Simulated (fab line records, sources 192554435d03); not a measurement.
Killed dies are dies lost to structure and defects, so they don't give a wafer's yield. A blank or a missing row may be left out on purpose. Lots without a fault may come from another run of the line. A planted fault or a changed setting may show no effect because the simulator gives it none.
Chamber matching | flow n5_finfet | N5_BEOL_M0_SAQP_SPACER2_ETCHBACK_27 on rie_diel-02: 4 sister chambers
The step etches SiO2 in CHF3/O2, target depth 22.5 nm, time 11.25 s. 20 wafers are shown with their chamber, then 10 later ones without.

WAFERS WITH THEIR CHAMBER
wafer  | chamber | drypump_motor_current_A (A) | rf_vpp_V (V) | showerhead_plenum_p_Torr (Torr)
L075.2 | 2       | 6.7                         | 515          | 2.45
L075.5 | 0       | 5.0                         | 516          | 2.27
L075.6 | 3       | 6.5                         | 521          | 2.42
L076.1 | 2       | 6.7                         | 515          | 2.45
L076.4 | 1       | 6.2                         | 526          | 2.39
L076.6 | 2       | 6.7                         | 514          | 2.45
L079.1 | 3       | 6.5                         | 519          | 2.41
L079.2 | 2       | 6.7                         | 516          | 2.44
L079.4 | 0       | 5.1                         | 516          | 2.26
L081.1 | 1       | 6.2                         | 527          | 2.39
L081.3 | 3       | 6.5                         | 519          | 2.41
L081.5 | 0       | 5.1                         | 515          | 2.26
L085.1 | 2       | 6.7                         | 514          | 2.44
L085.4 | 0       | 5.1                         | 516          | 2.26
L085.5 | 3       | 6.5                         | 519          | 2.41
L088.2 | 2       | 6.7                         | 514          | 2.43
L088.3 | 3       | 6.5                         | 520          | 2.41
L088.5 | 3       | 6.4                         | 520          | 2.41
L089.1 | 1       | 6.2                         | 525          | 2.38
L089.2 | 0       | 5.0                         | 526          | 2.55

SIGNATURES (means of the wafers above)
reading                  | chamber 0 | chamber 1 | chamber 2 | chamber 3 | scatter within a chamber
drypump_motor_current_A  | 5.060     | 6.200     | 6.700     | 6.483     | 0.0356
rf_vpp_V                 | 517.80    | 526.00    | 514.67    | 519.67    | 2.42
showerhead_plenum_p_Torr | 2.3200    | 2.3867    | 2.4433    | 2.4117    | 0.0646
Rule: a wafer's distance from a chamber is the root of the sum, over the readings, of the square of ((its reading less the chamber's mean) divided by the reading's scatter). The wafer belongs to the nearest chamber; if the next one is less than 2 further off, it can't be placed. The scatter: the root of (the sum of the squares of (reading less its chamber's mean) over the shown wafers, divided by (wafers less chambers)).

WAFERS WITHOUT THEIR CHAMBER
wafer  | drypump_motor_current_A (A) | rf_vpp_V (V) | showerhead_plenum_p_Torr (Torr)
L089.4 | 6.5                         | 520          | 2.40
L090.3 | 6.5                         | 519          | 2.40
L090.4 | 6.8                         | 516          | 2.43
L090.6 | 6.2                         | 525          | 2.38
L096.2 | 6.7                         | 513          | 2.43
L096.3 | 6.5                         | 519          | 2.40
L096.4 | 6.2                         | 525          | 2.38
L097.1 | 6.7                         | 515          | 2.43
L097.2 | 6.2                         | 525          | 2.38
L097.6 | 5.0                         | 525          | 2.54

WHICH CHAMBER EACH WENT THROUGH
wafer  | from the rows above | in truth
L089.4 | 3                   | 3
L090.3 | 3                   | 3
L090.4 | 2                   | 2
L090.6 | 1                   | 1
L096.2 | 2                   | 2
L096.3 | 3                   | 3
L096.4 | 1                   | 1
L097.1 | 2                   | 2
L097.2 | 1                   | 1
L097.6 | 0                   | 0
Placed correctly: 10 of 10. Can't be placed from these rows: 0. Placed wrongly: 0.
